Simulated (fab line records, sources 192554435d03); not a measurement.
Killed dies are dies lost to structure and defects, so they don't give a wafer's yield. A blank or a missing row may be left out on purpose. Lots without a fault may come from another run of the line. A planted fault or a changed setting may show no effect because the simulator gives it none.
Which tool did it? | flow n5_finfet | 8 lots, 24 wafers sampled, at 5 steps of a route of 1938

WHAT THE GAUGES READ, wafer by wafer
N5_BEOL_M4_RC_MEAS_101. Usual: DIBL_N 36.2 mV/V, standard deviation 1.2; DIBL_P 36.3 mV/V, standard deviation 1.3; IOFF_N 0.155 nA/um, standard deviation 0.019; IOFF_P 0.210 nA/um, standard deviation 0.029; ION_N 677 uA/um, standard deviation 8.6; ION_P 465 uA/um, standard deviation 6.8; SS_N 71.4 mV/dec, standard deviation 0.48; SS_P 73.2 mV/dec, standard deviation 0.53; VT_N 249.9 mV, standard deviation 2.4; VT_P -250 mV, standard deviation 3.2.
lot  | measured     | on        | DIBL_N (mV/V)  | DIBL_P (mV/V)  | IOFF_N (nA/um)    | IOFF_P (nA/um)    | ION_N (uA/um) | ION_P (uA/um) | SS_N (mV/dec)  | SS_P (mV/dec)  | VT_N (mV)         | VT_P (mV)      | flag
L248 | day 8 20:08  | prober-01 | 34.5 34.6 34.0 | 35.1 34.9 34.1 | 0.138 0.140 0.121 | 0.196 0.194 0.177 | 682 670 664   | 470 465 456   | 70.4 70.7 70.3 | 73.4 72.7 72.9 | 250.0 251.1 253.0 | -249 -251 -254 |
L251 | day 10 00:17 | prober-02 | 35.7 34.8 33.7 | 36.7 35.9 34.1 | 0.176 0.147 0.128 | 0.239 0.219 0.190 | 682 680 681   | 470 474 467   | 71.8 70.9 70.7 | 72.9 74.0 73.0 | 251.2 250.3 250.1 | -250 -252 -250 |
L254 | day 10 08:52 | prober-01 | 37.3 35.2 35.7 | 38.1 36.1 36.5 | 0.192 0.156 0.164 | 0.255 0.230 0.228 | 688 674 676   | 467 461 467   | 71.8 71.5 71.1 | 74.0 73.6 72.9 | 248.3 248.8 248.3 | -245 -245 -249 |
L257 | day 11 21:41 | prober-01 | 35.9 34.9 37.9 | 36.1 34.8 38.3 | 0.138 0.127 0.181 | 0.197 0.173 0.234 | 662 664 681   | 462 461 466   | 71.7 71.5 72.2 | 73.6 72.1 73.4 | 251.8 252.5 248.7 | -250 -252 -250 |
L264 | day 12 20:55 | prober-02 | 35.8 35.6 34.0 | 36.8 36.4 34.9 | 0.170 0.158 0.139 | 0.225 0.217 0.197 | 678 681 679   | 472 469 467   | 71.5 71.2 70.5 | 73.3 73.2 73.4 | 245.8 249.6 247.4 | -248 -248 -249 |
L268 | day 14 10:47 | prober-02 | 35.4 36.9 37.4 | 33.4 35.5 36.0 | 0.128 0.159 0.164 | 0.159 0.188 0.199 | 657 673 674   | 451 459 458   | 70.9 71.7 71.9 | 72.4 72.8 73.6 | 252.2 250.4 249.7 | -254 -251 -252 |

WHICH TOOL RAN EACH LOT (tool, then ch and the chambers of the sampled wafers, then the start)
lot  | N5_FIN_SAQP_ETCH_69               | N5_FIN_SAQP_HM_OPEN_33            | N5_FIN_SAQP_ETCH_34               | N5_FIN_SAQP_ETCH_64
L248 | rie_diel-02 ch 1,2, day 2 20:20   | rie_diel-04 ch 1,2,3, day 2 21:41 | rie_diel-04 ch 1,2,3, day 2 21:46 | rie_si-01 ch 0,1,3, day 2 21:58
L251 | rie_diel-02 ch 1,2,3, day 3 16:56 | rie_diel-04 ch 0,2,3, day 3 18:39 | rie_diel-04 ch 0,2,3, day 3 18:43 | rie_si-02 ch 0,1, day 3 18:55
L254 | rie_diel-04 ch 0,2,3, day 4 07:25 | rie_diel-04 ch 0,2, day 4 08:31   | rie_diel-04 ch 0,2, day 4 08:35   | rie_si-01 ch 1,2, day 4 08:47
L255 | rie_diel-04 ch 0,1,2, day 4 13:14 | rie_diel-02 ch 0,1,2, day 4 14:08 | rie_diel-02 ch 0,1,2, day 4 14:13 | rie_si-01 ch 0,2,3, day 4 14:25
L256 | rie_diel-01 ch 0,2,3, day 4 18:53 | rie_diel-01 ch 0,1,2, day 4 19:56 | rie_diel-01 ch 0,1,2, day 4 20:00 | rie_si-01 ch 0,2,3, day 4 20:12
L257 | rie_diel-04 ch 0,3, day 5 02:03   | rie_diel-04 ch 0,2,3, day 5 03:37 | rie_diel-04 ch 0,2,3, day 5 03:41 | rie_si-01 ch 1,2,3, day 5 03:53
L264 | rie_diel-01 ch 2,3, day 6 18:59   | rie_diel-04 ch 0,1,2, day 6 19:59 | rie_diel-04 ch 0,1,2, day 6 20:04 | rie_si-02 ch 0,1, day 6 20:15
L268 | rie_diel-04 ch 0,1, day 7 22:03   | rie_diel-01 ch 2,3, day 8 00:23   | rie_diel-01 ch 2,3, day 8 00:26   | rie_si-01 ch 0,3, day 8 00:38
- N5_FIN_SAQP_ETCH_69: etches SOC in N2/H2, stops on SiNx, target depth 150 nm.
- N5_FIN_SAQP_HM_OPEN_33: chemistry CH3F/O2, target SiNx, target depth 49.4 nm, time 70.6 s.
- N5_FIN_SAQP_ETCH_34: etches SiO2 in C4F6/O2, target depth 45 nm, time 15 s.
- N5_FIN_SAQP_ETCH_64: etches SiO2 in CF4, target depth 1.5 nm.

WHAT THE TOOLS THEMSELVES READ (means of the sampled wafers that have a number; where no wafer has one, the mark that the record gives instead)
N5_FIN_SAQP_ETCH_69. Usual: bias_w 60.95 W, standard deviation 0.19; chamber_pressure_mTorr 30.00 mTorr, standard deviation 0.03; drypump_motor_current_A 5.5 A, standard deviation 0.31; n2_flow_sccm 199.9 sccm, standard deviation 0.56; oes_product_au 0.83 a.u., standard deviation 0.096; rf_vpp_V 241.2 V, standard deviation 1.2; showerhead_plenum_p_Torr 2.59 Torr, standard deviation 0.071; throttle_valve_pct 17.75 %, standard deviation 0.18.
lot  | tool        | bias_w (W) | chamber_pressure_mTorr (mTorr) | drypump_motor_current_A (A) | n2_flow_sccm (sccm) | oes_product_au (a.u.) | rf_vpp_V (V) | showerhead_plenum_p_Torr (Torr) | throttle_valve_pct (%) | flag
L248 | rie_diel-02 | 60.97      | 29.99                          | 5.2                         | 200.3               | 0.79                  | 240.7        | 2.55                            | 17.72                  |
L251 | rie_diel-02 | 60.78      | 30.01                          | 5.1                         | 199.5               | 0.79                  | 241.0        | 2.59                            | 17.74                  |
L254 | rie_diel-04 | 60.91      | 30.00                          | 5.6                         | 199.9               | 0.85                  | 241.0        | 2.57                            | 17.75                  |
L255 | rie_diel-04 | 61.40      | 30.01                          | 5.5                         | 200.4               | 0.87                  | 241.2        | 2.54                            | 17.78                  |
L256 | rie_diel-01 | 60.90      | 29.97                          | 5.7                         | 199.9               | 0.92                  | 242.1        | 2.63                            | 17.52                  |
L257 | rie_diel-04 | 60.99      | 30.01                          | 5.7                         | 200.2               | 0.83                  | 240.9        | 2.57                            | 17.74                  |
L264 | rie_diel-01 | 61.02      | 29.99                          | 5.8                         | 199.8               | 0.90                  | 241.5        | 2.56                            | 17.54                  |
L268 | rie_diel-04 | 60.92      | 30.02                          | 5.5                         | 199.8               | 0.83                  | 240.0        | 2.50                            | 17.82                  |

N5_FIN_SAQP_HM_OPEN_33. Usual: drypump_motor_current_A 5.6 A, standard deviation 0.3; etch_rf_on_time_s 68.3 s, standard deviation 1.3; oes_product_au 0.72 a.u., standard deviation 0.089; rf_vpp_V 298 V, standard deviation 4.5; showerhead_plenum_p_Torr 2.05 Torr, standard deviation 0.059; throttle_valve_pct 16.27 %, standard deviation 0.19.
lot  | tool        | drypump_motor_current_A (A) | etch_rf_on_time_s (s) | oes_product_au (a.u.) | rf_vpp_V (V) | showerhead_plenum_p_Torr (Torr) | throttle_valve_pct (%) | flag
L248 | rie_diel-04 | 5.5                         | 70.1                  | 0.74                  | 294          | 2.02                            | 16.34                  |
L251 | rie_diel-04 | 5.6                         | 68.3                  | 0.74                  | 295          | 2.03                            | 16.32                  |
L254 | rie_diel-04 | 5.5                         | 68.4                  | 0.73                  | 293          | 2.02                            | 16.33                  |
L255 | rie_diel-02 | 5.3                         | 68.6                  | 0.67                  | 300          | 2.03                            | 16.47                  |
L256 | rie_diel-01 | 5.8                         | 65.9                  | 0.74                  | 303          | 2.11                            | 16.15                  |
L257 | rie_diel-04 | 5.6                         | 68.0                  | 0.72                  | 295          | 2.02                            | 16.34                  |
L264 | rie_diel-04 | 5.5                         | 68.9                  | 0.71                  | 294          | 1.99                            | 16.32                  |
L268 | rie_diel-01 | 5.8                         | 69.2                  | 0.76                  | 297          | 2.01                            | 16.12                  |

N5_FIN_SAQP_ETCH_34. Usual: C4F6_flow_sccm 9.998 sccm, standard deviation 0.028; O2_flow_sccm 10.00 sccm, standard deviation 0.03; drypump_motor_current_A 5.6 A, standard deviation 0.3; etch_rf_on_time_s 14.85 s, standard deviation 0.18; oes_product_au 0.72 a.u., standard deviation 0.088; rf_vpp_V 666 V, standard deviation 10; showerhead_plenum_p_Torr 2.91 Torr, standard deviation 0.08; throttle_valve_pct 21.01 %, standard deviation 0.16.
lot  | tool        | C4F6_flow_sccm (sccm) | O2_flow_sccm (sccm) | drypump_motor_current_A (A) | etch_rf_on_time_s (s) | oes_product_au (a.u.) | rf_vpp_V (V) | showerhead_plenum_p_Torr (Torr) | throttle_valve_pct (%) | flag
L248 | rie_diel-04 | 9.970                 | 10.03               | 5.5                         | 14.83                 | 0.74                  | 656          | 2.87                            | 21.10                  |
L251 | rie_diel-04 | 10.008                | 10.00               | 5.6                         | 14.80                 | 0.74                  | 659          | 2.88                            | 21.06                  |
L254 | rie_diel-04 | 10.006                | 9.99                | 5.5                         | 14.83                 | 0.73                  | 656          | 2.88                            | 21.07                  |
L255 | rie_diel-02 | 10.007                | 10.03               | 5.3                         | 14.98                 | 0.66                  | 671          | 2.89                            | 21.20                  |
L256 | rie_diel-01 | 9.997                 | 9.98                | 5.8                         | 14.62                 | 0.73                  | 678          | 2.99                            | 20.91                  |
L257 | rie_diel-04 | 10.015                | 9.99                | 5.6                         | 15.03                 | 0.71                  | 659          | 2.87                            | 21.07                  |
L264 | rie_diel-04 | 9.990                 | 10.01               | 5.5                         | 14.86                 | 0.72                  | 656          | 2.83                            | 21.07                  |
L268 | rie_diel-01 | 10.009                | 10.02               | 5.8                         | 14.82                 | 0.76                  | 665          | 2.86                            | 20.87                  |

N5_FIN_SAQP_ETCH_64. Usual: bias_w 399.9 W, standard deviation 1.3; cf4_flow_sccm 80.03 sccm, standard deviation 0.25; drypump_motor_current_A 5.6 A, standard deviation 0.44; oes_product_au 1.000 a.u., standard deviation 0.011; throttle_valve_pct 21.79 %, standard deviation 0.19.
lot  | tool      | bias_w (W) | cf4_flow_sccm (sccm) | drypump_motor_current_A (A) | oes_product_au (a.u.) | throttle_valve_pct (%) | flag
L248 | rie_si-01 | 401.5      | 79.88                | 5.5                         | 0.995                 | 21.80                  |
L251 | rie_si-02 | 399.6      | 80.06                | 5.8                         | 1.008                 | 21.78                  |
L254 | rie_si-01 | 400.9      | 80.08                | 5.6                         | 1.008                 | 21.67                  |
L255 | rie_si-01 | -          | -                    | -                           | -                     | -                      | OFF
L256 | rie_si-01 | -          | -                    | -                           | -                     | -                      | OFF
L257 | rie_si-01 | 400.7      | 79.97                | 5.2                         | 1.002                 | 21.72                  |
L264 | rie_si-02 | 400.1      | 80.12                | 5.8                         | 1.017                 | 21.74                  |
L268 | rie_si-01 | 399.4      | 79.53                | 5.2                         | 1.000                 | 21.87                  |

THE ANSWER, worked out from the rows above alone
Rule: a lot is off if the mean of its wafers that have a number lies more than 3 standard deviations from the usual mean. A lot without any number at a reading at which 4 lots or more have one is off too. The other lots that the step has rows for count as sound. The gauges are gone through in route order, then the tools' own readings, and for those a lot's mean is taken as printed above. The first step at which some lot is off is used, and at that step the reading that is off furthest; a lot without a number counts as furthest.
Off: L255, L256, at N5_FIN_SAQP_ETCH_64 (bias_w). Without a number there: L255, L256.
A tool fits if, at that step or a process step before it, it ran every lot that is off, and no sound lot after the first of them. None of those tried fits.

WHAT THE SIMULATOR HAD PUT IN
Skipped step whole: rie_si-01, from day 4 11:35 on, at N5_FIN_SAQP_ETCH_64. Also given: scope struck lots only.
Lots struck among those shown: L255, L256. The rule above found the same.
